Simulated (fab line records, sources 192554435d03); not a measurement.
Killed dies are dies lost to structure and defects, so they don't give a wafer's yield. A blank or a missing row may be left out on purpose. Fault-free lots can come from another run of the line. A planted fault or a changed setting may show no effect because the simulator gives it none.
Which of the tools did it? + flow n5 finfet + 27 wafers from 9 lots sampled at 5 of the route's 1938 steps

## WHAT THE GAUGES READ, wafer by wafer
N5_BEOL_M4_RC_MEAS_101. Usual: DIBL_N 37.1 mV/V, standard deviation 1.8; DIBL_P 37.2 mV/V, standard deviation 2.1; IOFF_N 0.17 nA/um, standard deviation 0.033; IOFF_P 0.22 nA/um, standard deviation 0.037; ION_N 680 uA/um, standard deviation 11; ION_P 464 uA/um, standard deviation 7.7; SS_N 71.7 mV/dec, standard deviation 0.63; SS_P 73.6 mV/dec, standard deviation 0.67; VT_N 248.9 mV, standard deviation 2.9; VT_P -251 mV, standard deviation 3.6.
| lot  | measured     | on        | DIBL_N (mV/V)  | DIBL_P (mV/V)  | IOFF_N (nA/um) | IOFF_P (nA/um) | ION_N (uA/um) | ION_P (uA/um) | SS_N (mV/dec)  | SS_P (mV/dec)  | VT_N (mV)         | VT_P (mV)      | flag |
|------|--------------|-----------|----------------|----------------|----------------|----------------|---------------|---------------|----------------|----------------|-------------------|----------------|------|
| L556 | day 9 10:14  | prober-02 | 36.0 37.9 35.0 | 36.5 39.2 35.4 | 0.17 0.21 0.15 | 0.24 0.29 0.21 | 691 684 684   | 468 471 469   | 71.0 71.7 70.8 | 73.2 74.4 73.2 | 248.1 245.2 249.1 | -247 -246 -249 |      |
| L552 | day 9 21:03  | prober-02 | 37.9 38.6 38.9 | 37.9 38.6 40.7 | 0.17 0.19 0.21 | 0.20 0.22 0.26 | 671 677 713   | 454 459 480   | 72.0 72.0 71.7 | 73.3 73.4 73.4 | 250.8 247.7 244.9 | -250 -249 -249 |      |
| L560 | day 10 03:49 | prober-01 | 37.7 37.6 34.5 | 37.9 37.6 35.4 | 0.15 0.16 0.11 | 0.19 0.18 0.15 | 665 673 655   | 458 454 452   | 71.3 71.9 70.6 | 74.0 72.9 73.1 | 251.8 252.4 255.9 | -255 -257 -258 |      |
| L561 | day 10 19:17 | prober-01 | 35.6 38.3 34.8 | 35.8 37.0 34.9 | 0.15 0.19 0.14 | 0.20 0.23 0.19 | 675 691 678   | 466 470 464   | 71.2 71.7 70.5 | 73.9 73.9 72.2 | 249.1 249.9 250.8 | -251 -249 -254 |      |
| L564 | day 11 19:04 | prober-02 | 39.2 37.0 38.2 | 40.1 38.1 39.8 | 0.20 0.16 0.20 | 0.23 0.19 0.23 | 673 679 686   | 452 458 465   | 72.7 71.3 72.0 | 74.4 74.2 74.5 | 249.5 249.1 248.2 | -252 -253 -250 |      |
| L572 | day 14 01:49 | prober-02 | 35.7 35.8 37.6 | 35.8 34.0 37.0 | 0.15 0.15 0.17 | 0.21 0.19 0.22 | 669 673 674   | 465 461 468   | 71.6 72.0 72.0 | 73.1 72.5 73.2 | 250.2 251.8 251.1 | -251 -252 -249 |      |
| L573 | day 14 06:01 | prober-01 | 38.4 37.4 37.3 | 37.9 36.2 35.7 | 0.20 0.18 0.17 | 0.24 0.22 0.21 | 695 678 666   | 469 461 461   | 72.2 72.0 71.5 | 74.3 73.4 73.1 | 243.4 247.8 249.1 | -249 -251 -252 |      |
| L574 | day 14 10:52 | prober-02 | 39.5 40.7 37.4 | 39.0 38.9 35.8 | 0.18 0.21 0.16 | 0.24 0.24 0.20 | 664 678 680   | 463 461 461   | 71.9 73.2 71.3 | 73.9 74.5 73.8 | 249.3 247.9 250.8 | -248 -247 -250 |      |
| L575 | day 14 13:47 | prober-02 | 40.8 35.2 37.1 | 40.8 34.0 36.9 | 0.27 0.13 0.18 | 0.34 0.20 0.25 | 703 677 679   | 477 463 467   | 73.1 72.0 71.7 | 74.0 72.0 73.6 | 242.1 251.3 248.0 | -241 -248 -244 |      |

## WHAT TOOL EACH LOT RAN ON (gives the tool, then ch and the chambers of the sampled wafers, and finally the start)
| lot  | N5_BEOL_M3_ETCHBACK_99             | N5_BEOL_M3_ETCH_70                 | N5_BEOL_M3_ETCH_41                 | N5_BEOL_M3_DEGAS_44          |
|------|------------------------------------|------------------------------------|------------------------------------|------------------------------|
| L556 | rie diel-06 ch 0,3, day 8 15:15    | rie diel-06 ch 0,3, day 8 15:17    | rie diel-06 ch 0,3, day 8 15:31    | pvd sputter-03, day 8 15:55  |
| L552 | rie diel-04 ch 0,1,3, day 8 21:27  | rie diel-04 ch 0,1,3, day 8 21:29  | rie diel-04 ch 0,1,3, day 8 21:43  | pvd sputter-03, day 8 22:11  |
| L560 | rie diel-06 ch 0,1,2, day 9 11:27  | rie diel-06 ch 0,1,2, day 9 11:29  | rie diel-06 ch 0,1,2, day 9 11:43  | pvd sputter-01, day 9 12:10  |
| L561 | rie diel-06 ch 0,2,3, day 9 20:05  | rie diel-06 ch 0,2,3, day 9 20:08  | rie diel-06 ch 0,2,3, day 9 20:22  | pvd sputter-03, day 9 20:49  |
| L564 | rie diel-06 ch 0,1,2, day 10 15:01 | rie diel-06 ch 0,1,2, day 10 15:04 | rie diel-06 ch 0,1,2, day 10 15:17 | pvd sputter-02, day 10 15:50 |
| L572 | rie diel-02 ch 0,1, day 13 12:19   | rie diel-02 ch 0,1, day 13 12:20   | rie diel-02 ch 0,1, day 13 12:34   | pvd sputter-01, day 13 13:18 |
| L573 | rie diel-02 ch 0,2,3, day 13 15:07 | rie diel-02 ch 0,2,3, day 13 15:09 | rie diel-02 ch 0,2,3, day 13 15:23 | pvd sputter-01, day 13 16:02 |
| L574 | rie diel-02 ch 1,2,3, day 13 18:07 | rie diel-02 ch 1,2,3, day 13 18:09 | rie diel-02 ch 1,2,3, day 13 18:23 | pvd sputter-02, day 13 18:58 |
| L575 | rie diel-04 ch 0,2, day 13 18:19   | rie diel-04 ch 0,2, day 13 18:20   | rie diel-04 ch 0,2, day 13 18:34   | pvd sputter-03, day 13 19:10 |
- N5_BEOL_M3_ETCHBACK_99: etches SiO2 in CHF3, target depth 5 nm, time 10.4 s.
- N5_BEOL_M3_ETCH_70: etches SOC in N2/H2, target depth 80 nm, overetch 16 nm, time 120 s.
- N5_BEOL_M3_ETCH_41: etches SiCN in CH3F/O2, target depth 29.9 nm, time 52.5 s.
- N5_BEOL_M3_DEGAS_44: time 60 s.

## WHAT THE TOOLS THEMSELVES READ (means of the sampled wafers that have a number; where no wafer has one, the mark that the record gives instead)
N5_BEOL_M3_ETCHBACK_99. Usual: CHF3_flow_sccm 12.00 sccm, standard deviation 0.036; drypump motor current A 5.8 A, standard deviation 0.36; oes product au 0.82 a.u., standard deviation 0.099; rf vpp V 242 V, standard deviation 4.6; showerhead plenum p Torr 2.18 Torr, standard deviation 0.074; throttle valve pct 17.07 %, standard deviation 0.24.
| lot  | tool        | CHF3_flow_sccm (sccm) | drypump motor current A (A) | oes product au (a.u.) | rf vpp V (V) | showerhead plenum p Torr (Torr) | throttle valve pct (%) | flag |
|------|-------------|-----------------------|-----------------------------|-----------------------|--------------|---------------------------------|------------------------|------|
| L556 | rie diel-06 | 11.98                 | 5.9                         | 0.89                  | 241          | 2.17                            | 16.94                  |      |
| L552 | rie diel-04 | 11.99                 | 5.8                         | 0.73                  | 240          | 2.12                            | 17.20                  |      |
| L560 | rie diel-06 | 12.00                 | 5.9                         | 0.87                  | 243          | 2.24                            | 16.77                  |      |
| L561 | rie diel-06 | 11.95                 | 5.9                         | 0.82                  | 241          | 2.18                            | 16.96                  |      |
| L564 | rie diel-06 | 11.98                 | 5.9                         | 0.85                  | 241          | 2.24                            | 16.78                  |      |
| L572 | rie diel-02 | 12.02                 | 6.1                         | 0.80                  | 244          | 2.19                            | 17.18                  |      |
| L573 | rie diel-02 | 12.01                 | 5.9                         | 0.88                  | 241          | 2.23                            | 16.99                  |      |
| L574 | rie diel-02 | 12.02                 | 5.7                         | 0.79                  | 240          | 2.17                            | 17.17                  |      |
| L575 | rie diel-04 | 12.01                 | 6.0                         | 0.87                  | 249          | 2.28                            | 17.07                  |      |

N5_BEOL_M3_ETCH_70. Usual: drypump motor current A 5.9 A, standard deviation 0.36; n2 flow sccm 200.1 sccm, standard deviation 0.6; oes product au 0.63 a.u., standard deviation 0.071; rf vpp V 524.6 V, standard deviation 2.6; showerhead plenum p Torr 2.57 Torr, standard deviation 0.089; throttle valve pct 17.85 %, standard deviation 0.27.
| lot  | tool        | drypump motor current A (A) | n2 flow sccm (sccm) | oes product au (a.u.) | rf vpp V (V) | showerhead plenum p Torr (Torr) | throttle valve pct (%) | flag |
|------|-------------|-----------------------------|---------------------|-----------------------|--------------|---------------------------------|------------------------|------|
| L556 | rie diel-06 | 5.9                         | 200.2               | 0.67                  | 524.0        | 2.55                            | 17.64                  |      |
| L552 | rie diel-04 | 5.9                         | 199.8               | 0.56                  | 522.5        | 2.50                            | 18.00                  |      |
| L560 | rie diel-06 | 5.9                         | 200.1               | 0.68                  | 526.6        | 2.65                            | 17.53                  |      |
| L561 | rie diel-06 | 5.9                         | 200.5               | 0.63                  | 524.4        | 2.57                            | 17.74                  |      |
| L564 | rie diel-06 | 5.9                         | 200.1               | 0.66                  | 527.7        | 2.64                            | 17.55                  |      |
| L572 | rie diel-02 | 6.1                         | 199.9               | 0.62                  | 524.9        | 2.59                            | 18.01                  |      |
| L573 | rie diel-02 | 5.9                         | 200.0               | 0.68                  | 526.2        | 2.62                            | 17.74                  |      |
| L574 | rie diel-02 | 5.7                         | 200.2               | 0.62                  | 524.3        | 2.56                            | 17.94                  |      |
| L575 | rie diel-04 | 6.0                         | 199.9               | 0.66                  | 527.0        | 2.70                            | 17.85                  |      |

N5_BEOL_M3_ETCH_41. Usual: drypump motor current A 5.8 A, standard deviation 0.36; oes product au 0.82 a.u., standard deviation 0.099; rf vpp V 297.7 V, standard deviation 1.6; showerhead plenum p Torr 2.03 Torr, standard deviation 0.07; throttle valve pct 16.31 %, standard deviation 0.24.
| lot  | tool        | drypump motor current A (A) | oes product au (a.u.) | rf vpp V (V) | showerhead plenum p Torr (Torr) | throttle valve pct (%) | flag |
|------|-------------|-----------------------------|-----------------------|--------------|---------------------------------|------------------------|------|
| L556 | rie diel-06 | 5.9                         | 0.88                  | 296.9        | 2.02                            | 16.18                  |      |
| L552 | rie diel-04 | 5.8                         | 0.72                  | 296.4        | 1.97                            | 16.46                  |      |
| L560 | rie diel-06 | 5.9                         | 0.88                  | 299.4        | 2.09                            | 16.04                  |      |
| L561 | rie diel-06 | 5.9                         | 0.82                  | 297.5        | 2.02                            | 16.22                  |      |
| L564 | rie diel-06 | 5.9                         | 1.00                  | 299.7        | 2.08                            | 16.06                  |      |
| L572 | rie diel-02 | 6.1                         | 0.80                  | 298.3        | 2.04                            | 16.41                  |      |
| L573 | rie diel-02 | 5.9                         | 0.88                  | 298.9        | 2.07                            | 16.22                  |      |
| L574 | rie diel-02 | 5.7                         | 0.79                  | 297.6        | 2.02                            | 16.43                  |      |
| L575 | rie diel-04 | 6.0                         | 0.87                  | 299.3        | 2.12                            | 16.32                  |      |

N5_BEOL_M3_DEGAS_44. Usual: 318 W for heater power w, sd 24.
| lot  | tool           | heater power w (W) | flag |
|------|----------------|--------------------|------|
| L556 | pvd sputter-03 | 309                |      |
| L552 | pvd sputter-03 | 322                |      |
| L560 | pvd sputter-01 | 323                |      |
| L561 | pvd sputter-03 | 305                |      |
| L564 | pvd sputter-02 | 322                |      |
| L572 | pvd sputter-01 | 318                |      |
| L573 | pvd sputter-01 | 321                |      |
| L574 | pvd sputter-02 | 324                |      |
| L575 | pvd sputter-03 | 306                |      |

## THE ANSWER, worked out from the rows above alone
Rule: lot off if the mean of its wafers having a number is beyond 3 standard deviations from the usual mean. A lot without any number at a reading at which 4 lots or more have one is off too. Any other lot the step has rows for is counted as sound. The gauges are gone through in route order, then the tools' own readings, and for those a lot's mean is taken as printed above. At the first step where some lot is off, the reading lying furthest off is the one used; lots without a number count as furthest.
None of the lots is off at any reading shown; this tells nothing.

## WHAT WAS PUT IN BY THE SIMULATOR
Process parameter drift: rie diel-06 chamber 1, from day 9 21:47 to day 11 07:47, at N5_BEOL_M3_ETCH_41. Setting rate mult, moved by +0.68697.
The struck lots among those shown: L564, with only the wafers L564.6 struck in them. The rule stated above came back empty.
